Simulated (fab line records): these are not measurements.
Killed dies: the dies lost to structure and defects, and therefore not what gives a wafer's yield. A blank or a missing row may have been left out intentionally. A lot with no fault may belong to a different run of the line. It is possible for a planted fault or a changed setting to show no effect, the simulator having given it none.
fab line records	flow nand-harc
[record] lots = 14	wafers = 42	last-day = 24
route steps=1159 shown A_STAIRCASE@615
lots that met no fault: taken from a fault-free run of the same line
start-h: the number of hours between the record's first day and the start of the first shown wafer of the lot	wait-h: how many hours have passed since the lot's step before this one	" the same as in the row above	L1.1+2: a row that stands for several wafers	- value missing, or start not given	* or withheld: withheld	< > ~ a bound
route shown NAME@n: names a module that has steps shown in the file, with the first one's number in the route	usual: mean and standard deviation over wafers with no fault	same: alike in all rows	chamber/n: place in a boat	sites: per-site readings	_std_site: standard deviation across them	_edge_site: outer sites' mean less inner sites'	radius-mm: how far each site lies from the wafer's centre	mask NAME#n: copy n	behind: the last tool/chamber to shape the wafer	hold: cause of the lot's hold/its duration in hours/its outcome	device: names the non-switching transistor (n, p or np)	end of line: at the end of the route, the tests of the same wafers	where a step has no rows: the recipe by itself	killed: dies that structure and defects cost at the first sort, which is not the same as the wafer's yield	map: a wafer's dies, marking killed ones x, the rest . and places with no die _
set.NAME: the setting that was run; set.NAME@STEP: the one run at that earlier step	model.NAME: the simulator's own value behind a step, which no gauge read
the route's steps for a sample of lots (tables are steps, rows are wafers)
services: when a tool's chamber went out of use (start-h, in hours from the record's first day, below 0 if earlier), for how many hours, and the reason
[[steps]]
[step NHARC_A_STAIRCASE_ETCH_221]
[recipe] target-depth-a = 1000	time-s = 40.5	ion-energy-ev = 400	c4f8-flow-sccm = 20	o2-flow-sccm = 10	ar-flow-sccm = withheld	rf-w = 600	bias-w = 1000	chemistry = C4F8/O2
[usual] oes-product-au = 0.939/0.014	rf-vpp-V = 897/6.6	run-length-s = 61.79/0.29
lot.wafer	tool	chamber	start-h	wait-h	oes-product-au	rf-hours-counter-h	rf-vpp-V	run-length-s
L963.2	rie-diel-03	1	-	-	0.926	6	894	61.58
L963.3	"	2	"	"	0.938	7	905	62.41
L963.1	"	3	"	"	0.933	7	888	61.44
L965.3	rie-diel-03	2	-	-	0.931	12	903	61.94
L965.1	"	3	"	"	0.932	12	890	61.61
L965.6	"	3	"	"	0.922	-	887	61.52
L968.2	rie-diel-02	1	-	-	0.952	42	901	61.53
L968.4	"	3	"	"	0.977	44	893	61.92
L968.6	"	1	"	"	0.954	-	901	61.95
L970.4	rie-diel-02	0	-	-	0.909	50	906	61.85
L970.1	"	3	"	"	0.939	51	892	61.53
L970.5	"	0	"	"	0.915	-	905	61.71
L969.1	rie-diel-11	2	-	-	0.929	33	885	61.85
L969.4	"	1	"	"	0.908	34	888	61.17
L969.6	"	2	"	"	0.931	-	888	62.69
L971.1	rie-diel-03	0	-	-	0.947	26	904	61.79
L971.4	"	0	"	"	0.956	-	905	61.58
L971.5	"	3	"	"	0.948	-	889	62.25
L973.3	rie-diel-03	0	-	-	0.952	27	904	61.80
L973.1	"	2	"	"	0.958	28	904	61.90
L973.6	"	2	"	"	0.954	-	904	62.56
L975.1	rie-diel-02	2	-	-	0.940	64	897	61.89
L975.3	"	0	"	"	0.939	63	904	61.56
L975.2	"	1	"	"	0.944	61	901	61.42
L978.2	rie-diel-03	1	-	-	0.938	30	894	61.67
L978.3	"	0	"	"	0.935	40	904	61.66
L978.6	"	0	"	"	0.934	-	903	61.68
L982.2	rie-diel-02	0	-	-	0.937	5	904	61.94
L982.5	"	2	"	"	0.950	-	898	61.63
L982.6	"	3	"	"	0.935	-	892	62.32
L983.4	rie-diel-03	0	-	-	0.969	49	904	61.58
L983.5	"	1	"	"	0.963	-	892	61.45
L983.6	"	2	"	"	0.961	-	903	61.87
L985.4	rie-diel-02	1	-	-	0.938	11	901	62.01
L985.5	"	0	"	"	0.961	-	905	61.85
L985.6	"	1	"	"	0.939	-	900	61.39
L984.2	rie-diel-03	2	-	-	0.944	45	903	61.86
L984.1	"	0	"	"	0.932	57	903	61.76
L984.5	"	2	"	"	0.945	-	905	62.15
L986.4	rie-diel-02	1	-	-	0.949	14	899	61.46
L986.1	"	3	"	"	0.945	15	891	61.55
L986.6	"	1	"	"	0.943	-	900	61.97
[step NHARC_A_STAIRCASE_ETCH_232]
[recipe] target-depth-a = 1000	time-s = 40.5	ion-energy-ev = 400	c4f8-flow-sccm = 20	o2-flow-sccm = 10	ar-flow-sccm = withheld	rf-w = 600	bias-w = 1000	chemistry = C4F8/O2
[usual] oes-product-au = 0.938/0.015	rf-vpp-V = 896/7	run-length-s = 61.8/0.3
lot.wafer	tool	chamber	start-h	wait-h	oes-product-au	rf-hours-counter-h	rf-vpp-V	run-length-s
L963.2	rie-diel-11	0	-	-	0.934	15	906	61.8
L963.3	"	1	"	"	0.921	15	889	61.2
L963.1	"	2	"	"	0.950	15	888	61.8
L965.1	rie-diel-03	2	-	-	0.943	13	906	62.1
L965.3	"	3	"	"	0.932	12	889	61.8
L965.6	"	3	"	"	0.953	-	887	62.0
L968.4	rie-diel-02	3	-	-	0.969	44	892	62.2
L968.2	"	0	"	"	0.929	44	905	62.0
L968.6	"	2	"	"	0.945	-	900	61.7
L970.1	rie-diel-02	2	-	-	0.933	53	899	61.9
L970.4	"	3	"	"	0.950	52	890	61.5
L970.5	"	1	"	"	0.944	-	898	61.5
L969.4	rie-diel-11	3	-	-	0.898	32	889	61.9
L969.1	"	0	"	"	0.931	33	905	61.7
L969.6	"	1	"	"	0.921	-	888	61.3
L971.1	rie-diel-11	3	-	-	0.937	34	889	61.5
L971.4	"	0	"	"	0.946	35	905	61.9
L971.5	"	2	"	"	0.956	-	887	61.8
L973.3	rie-diel-11	0	-	-	0.960	35	905	61.8
L973.1	"	1	"	"	0.945	37	887	61.3
L973.6	"	1	"	"	0.940	-	889	61.2
L975.1	rie-diel-11	1	-	-	0.916	47	888	61.1
L975.3	"	2	"	"	0.931	47	888	62.1
L975.2	"	3	"	"	0.921	44	888	61.6
L978.3	rie-diel-03	1	-	-	0.925	31	893	61.5
L978.2	"	0	"	"	0.933	41	903	61.7
L978.6	"	0	"	"	0.936	-	904	62.2
L982.2	rie-diel-11	1	-	-	0.914	58	887	61.3
L982.6	"	0	"	"	0.928	-	906	62.2
L982.5	"	1	"	"	0.907	-	887	61.6
L983.4	rie-diel-02	1	-	-	0.952	6	901	61.4
L983.6	"	2	"	"	0.974	-	898	62.3
L983.5	"	3	"	"	0.956	-	890	62.1
L985.4	rie-diel-02	1	-	-	0.953	12	899	61.8
L985.6	"	3	"	"	0.943	-	891	61.6
L985.5	"	0	"	"	0.940	-	906	62.1
L984.2	rie-diel-03	0	-	-	0.951	58	904	61.7
L984.1	"	2	"	"	0.950	46	905	61.9
L984.5	"	0	"	"	0.951	-	905	61.8
L986.4	rie-diel-03	2	-	-	0.946	48	903	61.8
L986.1	"	0	"	"	0.957	60	903	61.7
L986.6	"	1	"	"	0.932	-	892	61.5
[step NHARC_A_STAIRCASE_TRIM_235]
[recipe] time-s = 211.2	o2-flow-sccm = 500	ar-flow-sccm = 0	bias-w = 0	chemistry = O2
[usual] drypump-motor-current-A = 5.8/0.64	mfc-ar-sccm = 0.006/0.01	oes-product-au = 0.998/0.015	rf-vpp-V = 57.8/0.98	showerhead-plenum-p-Torr = 3.53/0.19	throttle-valve-pct = 17.036/0.0084
lot.wafer	tool	chamber	start-h	wait-h	drypump-motor-current-A	mfc-ar-sccm	oes-product-au	rf-hours-counter-h	rf-vpp-V	showerhead-plenum-p-Torr	throttle-valve-pct
L963.2	rie-diel-11	2	-	-	6.1	0.017	1.008	16	57.1	3.32	17.044
L963.1	"	3	"	"	5.4	0	0.963	15	57.6	3.36	17.036
L963.3	"	0	"	"	6.8	0	1.000	15	58.3	3.80	17.034
L965.3	rie-diel-03	2	-	-	5.5	0.026	1.007	13	59.0	3.77	17.031
L965.1	"	1	"	"	5.2	0.000	0.996	12	57.7	3.44	17.051
L965.6	"	2	"	"	5.5	0.026	0.993	-	58.7	3.77	17.039
L968.4	rie-diel-02	1	-	-	6.6	0.027	1.006	43	56.7	3.67	17.035
L968.2	"	3	"	"	5.5	0.009	1.023	44	56.5	3.42	17.030
L968.6	"	1	"	"	6.6	0.027	0.996	-	58.5	3.67	17.030
L969.1	rie-diel-11	1	-	-	5.5	0	0.977	35	56.9	3.32	17.041
L969.4	"	2	"	"	6.1	0.017	1.001	34	56.2	3.31	17.044
L969.6	"	0	"	"	6.8	0	0.980	-	56.9	3.79	17.034
L970.4	rie-diel-02	3	-	-	5.5	0.009	1.019	52	58.1	3.42	17.018
L970.1	"	1	"	"	6.6	0.027	1.006	51	57.7	3.67	17.038
L970.5	"	2	"	"	6.8	0	1.002	-	57.0	3.59	17.041
L971.4	rie-diel-11	1	-	-	5.5	0	0.974	37	56.6	3.32	17.038
L971.1	"	3	"	"	5.4	0	0.976	34	57.0	3.35	17.037
L971.5	"	1	"	"	5.4	0	0.965	-	58.9	3.32	17.037
L973.1	rie-diel-11	0	-	-	6.9	0	0.998	36	57.4	3.79	17.035
L973.3	"	2	"	"	6.1	0.017	1.009	36	57.1	3.31	17.044
L973.6	"	1	"	"	5.5	0	0.987	-	58.4	3.32	17.042
L975.1	rie-diel-11	0	-	-	6.9	0	0.997	39	57.9	3.79	17.028
L975.2	"	1	"	"	5.4	0	0.977	47	56.7	3.31	17.035
L975.3	"	2	"	"	6.1	0.017	0.990	47	56.1	3.31	17.047
L978.2	rie-diel-03	1	-	-	5.2	0.000	0.992	32	57.1	3.43	17.048
L978.3	"	3	"	"	5.6	0	0.987	43	58.7	3.31	17.033
L978.6	"	0	"	"	5.7	0	0.998	-	58.2	3.75	17.044
L982.2	rie-diel-11	3	-	-	5.4	0	0.982	55	56.3	3.34	17.039
L982.6	"	1	"	"	5.5	0	0.971	-	57.7	3.31	17.031
L982.5	"	2	"	"	6.1	0.017	0.996	-	58.3	3.30	17.025
L983.4	rie-diel-02	1	-	-	6.6	0.027	1.024	6	58.8	3.66	17.033
L983.5	"	1	"	"	6.6	0.027	1.020	-	57.4	3.66	17.040
L983.6	"	2	"	"	6.8	0	1.015	-	59.0	3.58	17.022
L985.4	rie-diel-02	1	-	-	6.6	0.027	1.018	13	58.2	3.66	17.031
L985.5	"	3	"	"	5.5	0.009	1.012	-	57.8	3.40	17.039
L985.6	"	0	"	"	4.9	0	1.021	-	59.3	3.76	17.022
L984.1	rie-diel-03	2	-	-	5.5	0.026	1.025	46	59.7	3.75	17.053
L984.2	"	3	"	"	5.6	0	0.992	61	57.8	3.30	17.034
L984.5	"	0	"	"	5.7	0	1.015	-	59.0	3.74	17.041
L986.1	rie-diel-03	2	-	-	5.5	0.026	1.024	48	57.2	3.75	17.041
L986.4	"	0	"	"	5.7	0	1.007	60	57.2	3.74	17.031
L986.6	"	1	"	"	5.2	0.000	1.023	-	58.0	3.42	17.031
[step NHARC_A_STAIRCASE_ETCH_253]
[recipe] target-depth-a = 500	time-s = 20.2	ion-energy-ev = 400	c4f8-flow-sccm = 20	o2-flow-sccm = 10	ar-flow-sccm = withheld	rf-w = 600	bias-w = 1000	chemistry = C4F8/O2
[usual] oes-product-au = 0.952/0.02	rf-vpp-V = 897/6.8	run-length-s = 41.46/0.28
lot.wafer	tool	chamber	start-h	wait-h	oes-product-au	rf-hours-counter-h	rf-vpp-V	run-length-s
L963.3	rie-diel-02	2	241.81	0.1	0.967	33	897	41.53
L963.1	"	0	"	"	0.950	33	906	41.23
L963.2	"	1	"	"	0.967	32	901	41.29
L965.3	rie-diel-11	3	261.50	0.1	0.928	22	891	41.23
L965.1	"	2	"	"	0.962	23	889	41.50
L965.6	"	3	"	"	0.938	-	890	41.47
L968.2	rie-diel-11	3	272.70	0.1	0.922	25	890	41.27
L968.4	"	2	"	"	0.968	26	889	41.52
L968.6	"	0	"	"	0.968	-	904	41.67
L969.4	rie-diel-02	0	292.55	0.1	0.914	52	905	41.76
L969.1	"	1	"	"	0.936	51	902	41.28
L969.6	"	1	"	"	0.936	-	902	41.11
L970.4	rie-diel-02	0	292.72	0.1	0.967	52	905	41.27
L970.1	"	1	"	"	0.966	51	902	41.50
L970.5	"	3	"	"	0.990	-	893	41.49
L971.1	rie-diel-03	0	296.44	0.1	0.975	27	903	41.34
L971.5	"	2	"	"	0.973	-	905	41.55
L971.4	"	0	"	"	0.981	-	906	41.36
L973.1	rie-diel-02	3	297.94	0.1	0.981	54	892	41.47
L973.3	"	0	"	"	0.932	54	905	41.25
L973.6	"	1	"	"	0.973	-	900	41.06
L975.1	rie-diel-03	3	329.56	0.1	0.937	42	887	41.18
L975.3	"	0	"	"	0.949	40	904	41.75
L975.2	"	1	"	"	0.940	30	891	41.26
L978.2	rie-diel-03	3	334.51	0.6	0.955	45	887	41.35
L978.3	"	0	"	"	0.976	43	904	41.98
L978.6	"	3	"	"	0.957	-	887	41.38
L982.2	rie-diel-11	1	354.89	0.1	0.944	59	888	30.74
L982.5	"	2	"	"	0.956	-	887	31.35
L982.6	"	3	"	"	0.949	-	888	31.29
L983.4	rie-diel-11	0	355.46	0.1	0.949	50	904	31.29
L983.5	"	3	"	"	0.939	-	890	31.40
L983.6	"	0	"	"	0.949	-	904	31.33
L985.4	rie-diel-02	2	374.74	0.1	0.959	13	897	41.67
L985.6	"	2	"	"	0.961	-	898	41.54
L985.5	"	3	"	"	0.973	-	892	41.51
L984.2	rie-diel-02	2	375.50	0.1	0.962	13	898	41.79
L984.1	"	0	"	"	0.964	15	906	41.88
L984.5	"	3	"	"	0.950	-	892	41.25
L986.1	rie-diel-02	1	382.31	0.1	0.935	16	901	41.19
L986.4	"	2	"	"	0.969	15	899	41.68
L986.6	"	3	"	"	0.945	-	891	41.29
[[services]]
tool	chamber	start-h	hours	kind
rie-diel-03	-	215.54	9.0	pm
rie-diel-02	0	233.35	-	clean
rie-diel-02	1	233.35	-	clean
rie-diel-02	2	233.35	-	clean
rie-diel-02	3	233.35	-	clean
rie-diel-02	3	238.15	6.9	repair
rie-diel-02	0	257.85	-	clean
rie-diel-02	1	257.85	-	clean
rie-diel-02	2	257.85	-	clean
rie-diel-02	3	257.85	-	clean
rie-diel-02	0	282.35	-	clean
rie-diel-02	1	282.35	-	clean
rie-diel-02	2	282.35	-	clean
rie-diel-02	3	282.35	-	clean
rie-diel-11	0	306.26	16.5	repair
rie-diel-02	0	306.92	-	clean
rie-diel-02	1	306.92	-	clean
rie-diel-02	2	306.92	-	clean
rie-diel-02	3	306.92	-	clean
rie-diel-11	1	308.35	5.1	repair
rie-diel-03	2	312.97	20.5	repair
rie-diel-02	-	327.80	9.0	pm
rie-diel-11	2	329.28	7.2	repair
rie-diel-11	-	368.22	9.0	pm
[[key]]
[first-sign] step = NHARC_A_STAIRCASE_ETCH_253	reading = run-length-s	direction = down	sigmas = 37	usual = *	struck = *
effect none on later readings
met-at NHARC_A_STAIRCASE_ETCH_253
struck-lots L982,L983
later-rows-left-out L982.5,L982.6,L983.4,L983.5,L983.6
sort-left-out L982.2,L982.5,L982.6,L983.4,L983.5,L983.6
tester-left-out L982,L983
not-acting-at NHARC_A_STAIRCASE_ETCH_221,NHARC_A_STAIRCASE_ETCH_232,NHARC_A_STAIRCASE_TRIM_235
onset-between 272.70 354.89
[fault] kind = process-parameter-drift	tool = rie-diel-11	chamber = -	onset-h = 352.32	steps = NHARC_A_STAIRCASE_ETCH_253	channel = time-s	offset = *	shape = step	end-h = 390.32	acts-in = *	stated = *
// tester-left-out: of these lots the tester's yield and bins aren't shown, on N5 and GAA mostly nor the transistor test; their killed dies are dies lost to structure and defects alone, not to doping, threshold or leakage, so they don't give the yield
// sort-left-out: the simulated sort isn't trusted on such a fault, so these wafers' sort isn't shown, and their yield isn't known
// later-rows-left-out: the simulator's readings of these wafers behind a module that went badly wrong aren't trusted and aren't shown, but for the sort
